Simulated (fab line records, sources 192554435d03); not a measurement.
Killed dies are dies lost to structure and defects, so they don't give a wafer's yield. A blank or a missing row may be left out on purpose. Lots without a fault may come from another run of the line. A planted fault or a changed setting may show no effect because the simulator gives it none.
fab line records | flow n5_finfet
record lots=4 wafers=12 last_day=18
route steps=1938 shown BEOL_M12@1650 BEOL_M13@1659 PASSIVATION@1936
lots that met no fault: from a run of the same line without faults
start_h: hours from the record's first day to the start of the lot's first wafer shown | wait_h: hours since the lot's step before | " the same as in the row above | L1.1+2: a row that stands for several wafers | - no value, or no start given | * or withheld: withheld | < > ~ a bound
route shown NAME@n: a module of which the file shows steps, and the number in the route of the first | usual: mean/standard deviation of fault-free wafers | same: alike in all rows | chamber/n: place in a boat | sites: the reading at each site | _std_site: their standard deviation | _edge_site: outer sites' mean less inner sites' | radius_mm: how far each site lies from the wafer's centre | mask NAME#n: copy n | behind: the tool/chamber that last shaped the wafer | hold: why the lot was held/for how many hours/how that ended | device: the transistor (n, p or np) that didn't switch | end of line: the same wafers' tests at the end of the route | a step without rows: its recipe alone | killed: dies lost to structure and defects at the first sort, not the wafer's yield | map: a wafer's dies, x killed, . not, _ none there
set.NAME: the setting as run; set.NAME@STEP: as run at that earlier step | model.NAME: the simulator's own value behind a step, which no gauge read
lots at some steps of the route; a table a step, a row a wafer
services: from which hour (start_h, from the record's first day; less than 0 if before it) a tool's chamber was out of use, for how many hours, and why
## steps
# step N5_BEOL_M12_SPUTTER_45
# recipe material=Cu target_thk_a=800 temp_c=-20 bias_v=60 power_w=26000 chamber_pressure_pa=0.13 time_s=13.33
# step N5_BEOL_M12_ECD_47
# recipe material=Cu target_thk_a=7200
# step N5_BEOL_M12_ANNEAL_48
# recipe temp_c=225 time_s=90 ambient=N2
# step N5_BEOL_M12_CMP_49
# recipe stop_on=SiOC t_overpolish_s=20.6 down_force_psi=1 platen_rpm=50 clearing_platen_down_force_psi=1.5 clearing_platen_rpm=50 post_cmp_clean=cu_alkaline target_thk_nm=320 clearing_platen_pad_velocity_m_s=0.99484 pad_velocity_m_s=0.99484
# step N5_BEOL_M12_PRE_CLEAN_52
# recipe gas=NH3 time_s=15 temp_c=withheld rf_power_w=300
# step N5_BEOL_M12_DEP_53
# recipe material=SiCN target_thk_a=300 temp_c=withheld precursor=3MS/NH3 pressure_torr=3 rf_w=675 time_s=10.5
# step N5_BEOL_M13_ILD_DEP_00
# recipe material=SiOC target_thk_a=8379.2 temp_c=350 precursor=DEMS/O2 pressure_torr=5 rf_w=500 time_s=166.4
# step N5_BEOL_M13_COAT_58
# recipe resist=BARC temp_c=205 time_s=60 spin_rpm=1500 resist_thk_nm=89
# step N5_BEOL_M13_COAT_04
# recipe spin_rpm=1625 resist_thk_nm=400
# usual spin_speed_rpm=1625.1/1
# columns lot.wafer tool chamber start_h wait_h spin_speed_rpm model.coat_of_BEOL_M13_COAT_04.thk_nm
L225.1 litho_track-02 0 327.96 - 1625.4 402
L225.4 " 0 " " 1624.6 401.6
L225.6 " 0 " " 1624.7 401
L229.2 litho_track-02 0 349.23 - 1504.5 416.6
L229.4 " 0 " " 1502.7 415.6
L229.6 " 0 " " 1504.8 416.6
L228.4 litho_track-02 0 350.51 - 1503.0 416.6
L228.5 " 0 " " 1503.5 417.2
L228.6 " 0 " " 1500.2 416
L236.2 litho_track-05 0 397.61 - 1624.0 401
L236.4 " 0 " " 1624.3 400.6
L236.6 " 0 " " 1625.9 400.8
# step N5_BEOL_M13_EBR_06
# recipe solvent=PGMEA ebr_width_mm=1.5
# step N5_BEOL_M13_SOFTBAKE_05
# recipe temp_c=130 time_s=60
# step N5_BEOL_M13_EXPOSE_07
# recipe mask_id=V12 na=0.93 source_shape=conventional sigma_outer=0.6 polarization=unpolarized attpsm_phase_deg=180 dose_mj=24.8
# step N5_BEOL_M13_PEB_08
# recipe peb_temp_c=130 peb_time_s=90
# step N5_BEOL_M13_DEVELOP_09
# recipe develop_time_s=45 rinse_liquid=diw dry=air_spin dev_temp_c=21
# step N5_BEOL_M13_HARDBAKE_14
# recipe temp_c=130 time_s=120
# step N5_BEOL_M13_DESCUM_15
# recipe chemistry=O2 time_s=7.9 source_power_w=50 bias_power_w=20 pressure_mtorr=20 rf_frequency_hz=2.712e+07 temp_c=40 o2_flow_sccm=225
# step N5_BEOL_M13_ETCH_59
# recipe chemistry=N2/H2 target=BARC target_depth_a=890 overetch_a=267 time_s=67.9 ion_energy_ev=200 pressure_mtorr=30 source_w=840 bias_w=150 n2_flow_sccm=200 h2_flow_sccm=200
# step N5_BEOL_M13_VIA_ETCH_16
# recipe chemistry=C4F8/O2/Ar target=SiOC pressure_mtorr=30 source_w=3000 bias_w=700 Ar_flow_sccm=400 C4F8_flow_sccm=15 O2_flow_sccm=8 he_inner_torr=15 he_outer_torr=30 target_depth_a=9217 time_s=withheld ion_energy_ev=250 ends=cleared
# usual bias_w=699.6/2.1 drypump_motor_current_A=5.6/0.36 mfc_ar_sccm=400.2/1.2 oes_product_au=0.72/0.086 rf_vpp_V=666/3.1 showerhead_plenum_p_Torr=3.43/0.11 throttle_valve_pct=24.14/0.18
# columns lot.wafer tool chamber start_h wait_h bias_w drypump_motor_current_A mfc_ar_sccm oes_product_au rf_vpp_V showerhead_plenum_p_Torr throttle_valve_pct model.coat_of_BEOL_M13_COAT_04.thk_nm
L225.1 rie_diel-05 0 328.50 0.0 699.0 5.3 401.6 0.63 665 3.39 24.17 73.2
L225.4 " 0 " " 701.3 5.3 400.9 0.64 664 3.38 24.16 70.4
L225.6 " 3 " " 698.7 6.3 401.6 0.79 670 3.60 24.27 68.8
L229.2 rie_diel-02 2 349.70 0.0 698.9 5.7 398.7 0.78 667 3.48 23.97 87.4
L229.4 " 1 " " 697.9 5.8 399.8 0.80 668 3.50 23.86 84.6
L229.6 " 0 " " 699.6 5.3 401.0 0.62 660 3.21 24.16 88.4
L228.4 rie_diel-05 3 351.09 0.0 696.6 6.4 399.2 0.79 671 3.60 24.28 85.8
L228.5 " 0 " " 699.5 5.3 401.2 0.64 664 3.38 24.16 84.6
L228.6 " 3 " " 695.4 6.4 398.1 0.79 671 3.60 24.29 85
L236.2 rie_diel-05 2 398.38 0.0 699.9 5.9 399.0 0.63 665 3.38 24.02 72.2
L236.4 " 1 " " 700.7 5.1 400.7 0.71 667 3.44 24.02 68.2
L236.6 " 0 " " 698.0 5.3 401.4 0.63 664 3.38 24.18 69.6
# step N5_BEOL_M13_STRIP_63
# recipe chemistry=N2/H2 power_w=1000 temp_c=250 h2_frac=0.65 overash_fraction=0.3 pressure_mtorr=1000 n2_flow_sccm=1750 h2_flow_sccm=3250
# usual drypump_motor_current_A=5.6/0.53 heater_power_w=337/10 oes_product_au=0.674/0.0046 strip_time_to_endpoint_s=28.0/1.1
# columns lot.wafer tool chamber start_h wait_h drypump_motor_current_A heater_power_w oes_product_au rf_hours_counter_h strip_time_to_endpoint_s
L225.1 plasma_asher-02 0 328.81 - 6.2 345 0.676 88 28.6
L225.4 " 1 " " 5.8 347 0.672 - 27.8
L225.6 " 1 " " 5.8 341 0.670 - 27.3
L229.2 plasma_asher-01 0 349.93 - 5.7 351 0.685 140 32.7
L229.4 " 0 " " 5.7 350 0.682 - 31.9
L229.6 " 0 " " 5.7 347 0.691 - 33.0
L228.4 plasma_asher-01 1 351.34 - 4.7 325 0.680 - 32.2
L228.5 " 1 " " 4.8 328 0.681 - 31.9
L228.6 " 0 " " 5.7 347 0.683 - 32.0
L236.2 plasma_asher-02 0 398.70 - 6.2 325 0.673 104 28.3
L236.4 " 0 " " 6.2 325 0.675 - 27.1
L236.6 " 0 " " 6.2 336 0.673 - 27.5
# step N5_BEOL_M13_STRIP_64
# recipe chemistry=N2/H2 power_w=1000 temp_c=250 h2_frac=0.65 overash_fraction=0.3 pressure_mtorr=withheld n2_flow_sccm=1750 h2_flow_sccm=3250
# step N5_PASSIVATION_PROBE_49
# usual defect_limited_yield=91.2/1.6 killed_at_M0_to_M3=35/11 killed_at_M4_up=14/5.4 killed_at_contacts=13/6 killed_at_front_end=38/11 killed_at_other=3.4/2.6 killed_dies=104/19 killed_on_rim=13/3.9 killed_open=68/13 killed_short=34/8.5 sort_bin_5_function=5.1/1 sort_bin_6_memory=3.3/0.72 sort_n_pass=1075/22 sort_yield_pct=91.1/1.9
# same gross_dies=1180 killed_at_back_side=0 sort_bin_4_leakage[%]=0 sort_bin_8_speed[%]=0
# columns lot.wafer tool chamber start_h wait_h defect_limited_yield[%] killed_at_M0_to_M3 killed_at_M4_up killed_at_contacts killed_at_front_end killed_at_other killed_dies killed_on_rim killed_open killed_short sort_bin_5_function[%] sort_bin_6_memory[%] sort_n_pass sort_yield_pct[%]
L225.6 prober-01 - 367.37 0.3 88.5 51 18 21 43 3 136 15 95 41 6.3 5.1 1044 88.5
L228.6 prober-01 - 393.30 0.3 91.0 33 12 12 46 3 106 5 63 27 4.4 3.1 1074 91.0
# killed by level:class
L225.6 MOL_CONTACT_COAG:geometric_particle:open=18 FIN_SAQP:geometric_particle:open=16 BEOL_M0_SAQP:geometric_particle:open=13 BEOL_M3:geometric_particle:open=13 STI_FIN_REVEAL:geometric_particle:open=10 BEOL_M0_SAQP:geometric_particle:short=10 BEOL_M4:geometric_particle:open=7 BEOL_M1:geometric_particle:short=6
L228.6 HKMG_FIN:area_etch=16 MOL_CONTACT_COAG:geometric_particle:open=11 BEOL_M0_SAQP:geometric_particle:open=9 FIN_SAQP:geometric_particle:short=7 BEOL_M1:geometric_particle:open=6 STI_FIN_REVEAL:geometric_particle:open=6 BEOL_M4:geometric_particle:open=6 BEOL_M2:geometric_particle:open=4
## services
# columns tool chamber start_h hours kind
rie_diel-02 1 307.24 11.4 repair
rie_diel-05 - 330.98 14.6 pm
rie_diel-02 0 377.97 - clean
rie_diel-02 0 377.97 - consumable_replace:focus_ring
rie_diel-02 0 377.97 - consumable_replace:showerhead
rie_diel-02 0 377.97 28.3 scheduled_down
rie_diel-02 0 377.97 28.3 vent_cycle
rie_diel-05 - 379.52 0.5 repair
rie_diel-02 3 381.15 5.7 repair
plasma_asher-01 - 393.48 2.8 pm
## key
first_sign step=N5_BEOL_M13_COAT_04 reading=spin_speed_rpm direction=down sigmas=99+ usual=* struck=*
effect step=N5_BEOL_M13_STRIP_63 reading=strip_time_to_endpoint_s direction=up sigmas=3.8 usual=* struck=*
model_effect step=N5_BEOL_M13_COAT_04 value=coat_of_BEOL_M13_COAT_04.thk_nm without=400.6 struck=416.4
model_effect step=N5_BEOL_M13_VIA_ETCH_16 value=coat_of_BEOL_M13_COAT_04.thk_nm without=70.07 struck=85.97
met_at N5_BEOL_M13_COAT_04
struck_wafers L228.4,L228.5,L228.6,L229.2,L229.4,L229.6
baseline_loss step=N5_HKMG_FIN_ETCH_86 wafers=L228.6
onset_between 327.96 349.23
fault kind=process_parameter_drift tool=litho_track-02 chamber=- onset_h=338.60 steps=N5_BEOL_M13_COAT_04 channel=spin_rpm offset=* shape=step end_h=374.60 acts_in=* stated=*
# baseline_loss: these wafers lose ten dies or more at that step, a loss of the line's own and not of a fault; the sort's usual values leave them out
